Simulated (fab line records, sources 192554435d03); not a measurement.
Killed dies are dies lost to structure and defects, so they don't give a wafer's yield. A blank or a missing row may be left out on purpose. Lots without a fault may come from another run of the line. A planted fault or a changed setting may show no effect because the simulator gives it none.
Problem report in the 8D (eight disciplines) form, filled by code | flow n5_finfet | the parts of the form that need people (team, actions taken, sign-off) are left out

1. THE PROBLEM
trench_depth_nm at N5_BEOL_M8_OCD_MEAS_38 reads a mean of 73.6 nm on 2 wafers of 2 lots; wafers without a fault read 93.9 nm with a standard deviation of 2.3. That is -8.8 standard deviations from the usual mean.
First seen on wafer L244.5, day 13 04:20, on ocd-02. The record holds 19 wafers of 7 lots with a number at this step. Rule for "out", or "out of limits": more than 4 standard deviations from the usual mean. The other wafers with a number count as sound.

2. WHAT IT IS AND WHAT IT IS NOT
question                    | is                | is not
which readings at this step | trench_depth_nm   | -
which lots                  | L244, L246        | L230, L231, L238, L251, L253
which wafers of those lots  | L244.5, L246.5    | L244.6, L246.3
read on which gauges        | ocd-02            | ocd-01
when                        | from day 13 04:20 | up to then (10 sound wafers); but 7 sound wafers of L246, L251, L253 came after

3. SUSPECTS, AND WHAT RULES EACH OUT
Counting: a tool at a process step up to the reading stays a suspect if it ran every lot that is out. Sound lots after the first of them don't rule it out here, since some wafers of a struck lot are sound.
- the gauge at N5_BEOL_M8_OCD_MEAS_38: ruled out. All the wafers that are out were read on ocd-02, but those of them that N5_BEOL_M8_TRENCH_ETCH_37 has rows for are out there too, on other tools.
- rie_diel-06 at N5_BEOL_M8_TRENCH_ETCH_37 (etches SiCOH lowk in C4F6/O2, target depth 93.478 nm, time 31.2 s): kept. It ran every lot that is out, first L244 (day 13 04:11); its last sound lot up to then is L231 (day 9 17:20). Its own readings are out on those wafers: run_length_s.
Left after counting: rie_diel-06 at N5_BEOL_M8_TRENCH_ETCH_37.

4. THE CAUSE (what the simulator had put in)
Process parameter drift: rie_diel-06, from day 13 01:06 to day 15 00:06, at N5_BEOL_M8_TRENCH_ETCH_37. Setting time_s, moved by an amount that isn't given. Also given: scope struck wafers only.
Counting left only this tool.

5. THE CHAIN OF EFFECTS, in route order
Each row: a reading whose mean over the struck wafers that have a number lies more than 3 standard deviations from the usual. Only readings for which the record gives a usual standard deviation are gone through. hours: the time from each lot's start at the first step in this table that gives one to its start at this step, as a median over the lots. sigmas: the change in usual standard deviations.
hours | step                      | reading          | usual        | on struck wafers | change | sigmas
0     | N5_BEOL_M8_TRENCH_ETCH_37 | run_length_s     | 54.6 s       | 47.7             | -6.9   | -19
0     | N5_BEOL_M8_OCD_MEAS_38    | trench_depth_nm  | 93.9 nm      | 73.6             | -20.3  | -8.8
3     | N5_BEOL_M8_THK_MEAS_53    | M8_THK           | 80.9 nm      | 60.6             | -20.3  | -7.8
3     | N5_BEOL_M8_RS_MEAS_57     | M8_RS            | 0.287 ohm/sq | 0.406            | +0.119 | +11
58    | N5_BEOL_M15_RC_MEAS_101   | SERP_M8          | 14.0 ohm/um  | 19.8             | +5.8   | +7.6
58    | N5_BEOL_M15_RC_MEAS_101   | SERP_M8_max_site | 14.5 ohm/um  | 20.4             | +5.9   | +7.1
The process steps in it:
- N5_BEOL_M8_TRENCH_ETCH_37: etches SiCOH lowk in C4F6/O2, target depth 93.478 nm, time 31.2 s.

6. WHAT WOULD HAVE CAUGHT IT SOONER
In this record the first reading out of limits at a measuring or inspecting step was taken at day 13 04:20, 3 hours after the fault began at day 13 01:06.
The tool's own readings at N5_BEOL_M8_TRENCH_ETCH_37 were out on every struck wafer that the step has a row for (run_length_s): an alarm limit on them would have fired on the first of those.
Of the lots that are out (2), L246 began N5_BEOL_M8_TRENCH_ETCH_37 on rie_diel-06 after day 13 04:20. A hold on the tool at that time would have spared it.
